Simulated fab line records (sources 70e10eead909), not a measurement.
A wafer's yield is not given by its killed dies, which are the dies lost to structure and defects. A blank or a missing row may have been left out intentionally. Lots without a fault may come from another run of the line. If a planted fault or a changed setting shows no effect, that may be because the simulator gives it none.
fab line records	flow nandHarc
record lots=12	wafers=36	lastDay=24
route steps=1159 shown A_SOURCE_PLATE@418 A_BONDPAD@1085 THIN_TSV@1120 END@1159
lots that met no fault: from a run of the same line without faults
startH: the number of hours between the record's first day and the start of the first shown wafer of the lot	waitH: hours since the lot's step before	" unchanged from the row above	L1.1+2: several wafers, shown together as one row	- no value, or no start given	* or withheld: withheld	< > ~ a bound
route shown NAME@n: names a module that has steps shown in the file, with the first one's number in the route	usual: mean/standard deviation of fault-free wafers	same: alike in all rows	chamber/n: place in a boat	sites: per-site readings	_std_site: the standard deviation of these	_edge_site: mean of outer sites minus mean of inner sites	radiusMm: how far each site lies from the wafer's centre	mask NAME#n: copy n	behind: the last tool/chamber to shape the wafer	hold: why the lot was held/for how many hours/how that ended	device: whichever transistor did not switch (one of n, p or np)	end of line: at the end of the route, the tests of the same wafers	step lacking rows: just its recipe	killed: dies lost to structure and defects at the first sort, not the wafer's yield	map: the dies of a wafer, with x for killed, . for not killed, _ for no die there
set.NAME: the run value of the setting; set.NAME@STEP: its run value at that earlier step	model.NAME: the simulator's own value behind a step, which no gauge read
a sample of lots followed through the steps of the route, with each step as a table and each wafer as a row
services: from which hour (startH, from the record's first day; less than 0 if before it) a tool's chamber was out of use, for how many hours, and why
## steps
# step NHARC_A_SOURCE_PLATE_CVD_03
# recipe targetThkA=2000	tempC=620	pressureMtorr=200	timeS=4000	material=poly-Si
lot.wafer	tool	chamber	startH	waitH
L139.2+4+6	lpcvdPoly-01	0	153.12	-
L140.2+3+5	lpcvdPoly-02	0	158.26	-
L141.2+3+6	lpcvdPoly-01	0	161.86	-
L142.2+3+5	lpcvdPoly-02	0	169.96	-
L143.2+3+5	lpcvdPoly-02	0	169.96	-
L144.3+4+5	lpcvdPoly-01	0	173.86	-
L145.2+5+6	lpcvdPoly-01	0	173.86	-
L149.3+4+5	lpcvdPoly-03	0	210.53	-
L155.2+5+6	lpcvdPoly-01	0	242.72	-
L158.2+3+5	lpcvdPoly-01	0	260.76	-
L159.3+4+5	lpcvdPoly-01	0	260.76	-
L162.2+5+6	lpcvdPoly-01	0	293.40	-
# step NHARC_A_BONDPAD_PVD_27
# recipe targetThkA=300	chamberPressurePa=5	powerW=5000	substrateTempC=30	timeS=20.49	material=Cu
# usual throttleValvePct=29.3/0.64
lot.wafer	tool	chamber	startH	waitH	throttleValvePct
L141.3	pvdSputter-02	-	-	-	29.5
L141.2	"	-	"	"	28.9
L141.6	"	-	"	"	29.6
L140.2	pvdSputter-02	-	-	-	29.6
L140.3	"	-	"	"	28.7
L140.5	"	-	"	"	29.5
L142.2	pvdSputter-03	-	-	-	28.9
L142.3	"	-	"	"	29.0
L142.5	"	-	"	"	28.3
L145.2	pvdSputter-03	-	-	-	29.8
L145.5	"	-	"	"	29.1
L145.6	"	-	"	"	30.1
L143.3	pvdSputter-01	-	-	-	30.8
L143.2	"	-	"	"	29.8
L143.5	"	-	"	"	30.7
L144.3	pvdSputter-01	-	-	-	28.4
L144.4	"	-	"	"	29.2
L144.5	"	-	"	"	29.8
L139.2	pvdSputter-03	-	-	-	28.7
L139.4	"	-	"	"	28.6
L139.6	"	-	"	"	29.0
L149.4	pvdSputter-01	-	-	-	28.1
L149.3	"	-	"	"	29.5
L149.5	"	-	"	"	28.1
L155.2	pvdSputter-02	-	-	-	29.7
L155.5	"	-	"	"	29.9
L155.6	"	-	"	"	29.4
L159.4	pvdSputter-03	-	-	-	28.9
L159.3	"	-	"	"	29.3
L159.5	"	-	"	"	28.6
L158.3	pvdSputter-03	-	-	-	28.4
L158.2	"	-	"	"	29.5
L158.5	"	-	"	"	28.5
L162.2	pvdSputter-02	-	-	-	29.8
L162.5	"	-	"	"	28.7
L162.6	"	-	"	"	29.3
# step NHARC_A_BONDPAD_THK_MEAS_20
# recipe thkMeasGauge=xrf
# usual thkNm=169.7/1.6
lot.wafer	tool	chamber	startH	waitH	thkNm
L141.2	filmMetro-02	-	418.43	-	170.3
L141.3	"	-	"	"	172.0
L141.6	"	-	"	"	169.8
L140.2	filmMetro-01	-	421.35	-	171.5
L140.3	"	-	"	"	170.7
L140.5	"	-	"	"	170.1
L142.2	filmMetro-01	-	422.88	-	171.2
L142.3	"	-	"	"	172.4
L142.5	"	-	"	"	167.5
L145.2	filmMetro-02	-	426.14	-	171.3
L145.5	"	-	"	"	169.9
L145.6	"	-	"	"	170.7
L143.2	filmMetro-02	-	432.73	-	169.1
L143.3	"	-	"	"	168.8
L143.5	"	-	"	"	168.2
L144.3	filmMetro-02	-	437.23	-	170.0
L144.4	"	-	"	"	170.8
L144.5	"	-	"	"	168.2
L139.2	filmMetro-01	-	445.70	-	167.2
L139.4	"	-	"	"	169.3
L139.6	"	-	"	"	168.4
L149.3	filmMetro-02	-	485.41	-	168.4
L149.4	"	-	"	"	169.2
L149.5	"	-	"	"	171.3
L155.2	filmMetro-01	-	515.23	-	170.0
L155.5	"	-	"	"	168.8
L155.6	"	-	"	"	169.9
L159.3	filmMetro-01	-	516.87	-	168.9
L159.4	"	-	"	"	169.8
L159.5	"	-	"	"	170.4
L158.2	filmMetro-01	-	524.03	-	170.0
L158.3	"	-	"	"	170.5
L158.5	"	-	"	"	172.6
L162.2	filmMetro-01	-	544.93	-	168.1
L162.5	"	-	"	"	167.7
L162.6	"	-	"	"	169.2
# step NHARC_THIN_TSV_ETCH_15
# recipe targetDepthA=30000	boschTargetOveretchCycles=2	boschEtchStepS=2.8	boschDepStepS=1.2	boschCycles=14
# usual drypumpMotorCurrentA=5.7/0.41
lot.wafer	tool	chamber	startH	waitH	drypumpMotorCurrentA	rfHoursCounterH
L141.2	rieSi-06	0	432.01	-	6.3	0.6
L141.3	"	1	"	"	4.7	0.5
L141.6	"	3	"	"	5.6	-
L140.3	rieSi-05	1	433.12	-	5.8	0.1
L140.2	"	2	"	"	5.7	0.1
L140.5	"	1	"	"	5.8	-
L142.2	rieSi-01	0	439.53	-	5.4	1.2
L142.3	"	3	"	"	5.6	1.3
L142.5	"	1	"	"	6.6	-
L145.2	rieSi-05	0	440.77	-	5.8	0.2
L145.6	"	2	"	"	5.7	-
L145.5	"	3	"	"	5.4	-
L143.3	rieSi-05	1	448.70	-	5.8	0.2
L143.2	"	3	"	"	5.4	0.2
L143.5	"	0	"	"	5.9	-
L144.3	rieSi-06	3	449.93	-	5.6	0.8
L144.4	"	0	"	"	6.4	0.8
L144.5	"	2	"	"	5.5	-
L139.2	rieSi-06	2	459.24	-	5.5	0.8
L139.4	"	1	"	"	4.7	0.7
L139.6	"	2	"	"	5.5	-
L149.4	rieSi-01	3	501.03	-	5.6	0.1
L149.3	"	2	"	"	5.5	0.1
L149.5	"	3	"	"	5.6	-
L155.2	rieSi-01	1	528.94	-	6.6	0.3
L155.5	"	1	"	"	6.7	-
L155.6	"	2	"	"	5.6	-
L159.4	rieSi-05	2	530.14	-	5.7	0.9
L159.3	"	3	"	"	5.4	0.9
L159.5	"	2	"	"	5.7	-
L158.2	rieSi-01	2	538.66	-	5.6	0.4
L158.3	"	1	"	"	6.6	0.4
L158.5	"	3	"	"	5.6	-
L162.2	rieSi-05	0	559.13	-	5.8	1.2
L162.5	"	2	"	"	5.7	-
L162.6	"	3	"	"	5.4	-
# step NHARC_END_SORT_01
# recipe tempC=25
# usual killedAtArray=21/8.9	killedAtOther=0.8/1.3	killedAtPeriphery=3.6/2.4	killedDies=26/8.9	killedOpen=3.1/1.8	killedShort=1.9/1.3
# same grossDies=677
lot.wafer	tool	chamber	startH	waitH	killedAtArray	killedAtOther	killedAtPeriphery	killedDies	killedOpen	killedShort
L149.3	prober-02	0	517.36	3.1	50	2	3	55	1	3
L149.4	prober-02	0	518.17	3.4	56	1	4	61	2	2
L149.5	prober-02	0	518.97	3.7	51	2	4	57	1	2
# killed by level:class
L149.3 A_SOURCE_PLATE:unspecified=20 A_CHANNEL_HOLE_D1:chamberFilmFlake=16 A_SLIT:chamberFilmFlake=8 A_CONTACT:chamberFilmFlake=3 P_M0:geometricParticle:short=1 A_M0:geometricParticle:short=1 A_M1:geometricParticle:open=1 P_ZERO_WELL:chamberFilmFlake=1
L149.4 A_SOURCE_PLATE:unspecified=23 A_CHANNEL_HOLE_D1:chamberFilmFlake=14 A_SLIT:chamberFilmFlake=14 P_CONTACT:geometricParticle:open=2 A_CONTACT:chamberFilmFlake=2 A_SGD_CUT:geometricParticle:short=1 P_ZERO_WELL:chamberFilmFlake=1 P_M1:chamberFilmFlake=1
L149.5 A_SOURCE_PLATE:unspecified=28 A_CHANNEL_HOLE_D1:chamberFilmFlake=14 A_SLIT:chamberFilmFlake=3 A_CONTACT:chamberFilmFlake=3 P_ZERO_WELL:chamberFilmFlake=2 P_M1:chamberFilmFlake=2 THIN_TSV:chamberFilmFlake=2 A_CHANNEL_HOLE_D1:geometricParticle:short=1
## services
tool	chamber	startH	hours	kind
rieSi-05	1	132.91	21.4	repair
rieSi-05	1	156.65	5.6	repair
pvdSputter-01	-	158.36	10.0	pm
rieSi-06	-	183.00	9.0	pm
pvdSputter-03	-	200.98	2.4	repair
pvdSputter-02	-	214.02	10.0	pm
rieSi-01	0	231.34	3.6	repair
rieSi-05	-	239.00	9.0	pm
pvdSputter-01	-	242.87	4.6	repair
rieSi-01	3	276.84	5.9	repair
pvdSputter-03	-	280.00	10.0	pm
rieSi-01	-	298.99	0.4	repair
rieSi-01	-	304.00	9.0	pm
rieSi-05	0	313.85	5.2	repair
pvdSputter-01	-	336.36	10.0	pm
rieSi-06	-	360.00	9.0	pm
rieSi-01	3	386.84	1.0	repair
pvdSputter-02	-	392.04	10.0	pm
pvdSputter-03	-	397.09	2.5	repair
rieSi-01	1	407.14	7.4	repair
rieSi-05	-	416.00	9.0	pm
pvdSputter-03	-	458.00	10.0	pm
rieSi-01	-	481.00	9.0	pm
pvdSputter-02	-	495.66	7.5	repair
## key
firstSign step=NHARC_END_SORT_01	reading=killedDies	direction=up	sigmas=3.6	usual=26	struck=58
effect step=NHARC_END_SORT_01	reading=killedAtArray	direction=up	sigmas=3.5	usual=21	struck=52
moreKillsBornAt NHARC_A_SOURCE_PLATE_CVD_03@lpcvdPoly-03=71
metAt NHARC_A_SOURCE_PLATE_CVD_03
struckLots L149
struckWafers L149.3,L149.4,L149.5
testerLeftOut L149
notActingAt NHARC_A_BONDPAD_PVD_27,NHARC_A_BONDPAD_THK_MEAS_20,NHARC_THIN_TSV_ETCH_15
fault kind=chamberParticleSource	tool=lpcvdPoly-03	chamber=0	onsetH=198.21	steps=NHARC_A_SOURCE_PLATE_CVD_03	ratePerVisitCm2=0.049949	endH=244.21
# testerLeftOut: of these lots the tester's yield and bins aren't shown, on N5 and GAA mostly nor the transistor test; their killed dies are dies lost to structure and defects alone, not to doping, threshold or leakage, so they don't give the yield
